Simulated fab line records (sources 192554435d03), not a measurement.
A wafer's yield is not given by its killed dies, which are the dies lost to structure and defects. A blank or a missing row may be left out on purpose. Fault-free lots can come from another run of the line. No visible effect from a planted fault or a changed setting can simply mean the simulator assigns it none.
Chamber matching | flow n5 finfet | N5_FIN_SAQP_SPACER1_ALD_24 on ald sin-02: 4 sister chambers
The step deposits SiO2, target thk 20.3 nm, pulse time 1 s, purge time 2 s. 8 wafers are shown with their chamber, then 11 later ones without.

== WAFERS, EACH WITH ITS CHAMBER ==
wafer  | chamber | heater power w (W) | precursor pulse height rel
L083.4 | 0       | 460                | 0.981
L086.1 | 1       | 491                | 0.951
L086.2 | 2       | 484                | 0.972
L086.4 | 0       | 475                | 0.985
L088.1 | 1       | 467                | 1.011
L088.2 | 2       | 485                | 1.008
L088.4 | 3       | 472                | 1.027
L090.3 | 3       | 467                | 0.989

== WAFERS WHOSE CHAMBER IS MISSING ==
wafer  | heater power w (W) | precursor pulse height rel
L090.4 | 488                | 1.008
L090.6 | 472                | 0.973
L091.1 | 481                | 1.001
L091.2 | 476                | 1.026
L091.3 | 483                | 0.983
L091.4 | 467                | 1.009
L091.5 | 475                | 1.019
L091.6 | 468                | 0.999
L093.4 | 474                | 0.988
L093.5 | 463                | 1.000
L093.6 | 476                | 0.999

== CHAMBER TAKEN BY EACH ==
wafer  | from the rows above               | in truth
L090.4 | can't be placed: 2 or 1 or 3 or 0 | 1
L090.6 | can't be placed: 0 or 1 or 3 or 2 | 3
L091.1 | can't be placed: 2 or 1 or 3 or 0 | 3
L091.2 | can't be placed: 3 or 2 or 1 or 0 | 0
L091.3 | can't be placed: 2 or 1 or 0 or 3 | 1
L091.4 | can't be placed: 3 or 0 or 1 or 2 | 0
L091.5 | can't be placed: 3 or 2 or 1 or 0 | 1
L091.6 | can't be placed: 3 or 0 or 1 or 2 | 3
L093.4 | can't be placed: 1 or 0 or 3 or 2 | 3
L093.5 | can't be placed: 3 or 0 or 1 or 2 | 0
L093.6 | can't be placed: 1 or 3 or 2 or 0 | 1
Placed correctly: 0 of 11. Unplaceable from these rows: 11, with the true chamber sitting among the candidates in 11. Placed wrongly: 0.
How it was worked out, from the rows above alone: a wafer's distance from a chamber is the root of the sum, over the readings, of the square of ((its reading less the chamber's mean) divided by the reading's scatter). The wafer belongs to the nearest chamber; if the next one is less than 2 further off, it can't be placed. Each chamber's mean is taken over the wafers shown for it. How the scatter is found: for the shown wafers, subtract from each reading the mean of its chamber, square and add these, divide the total by (wafers less chambers), then take the root.
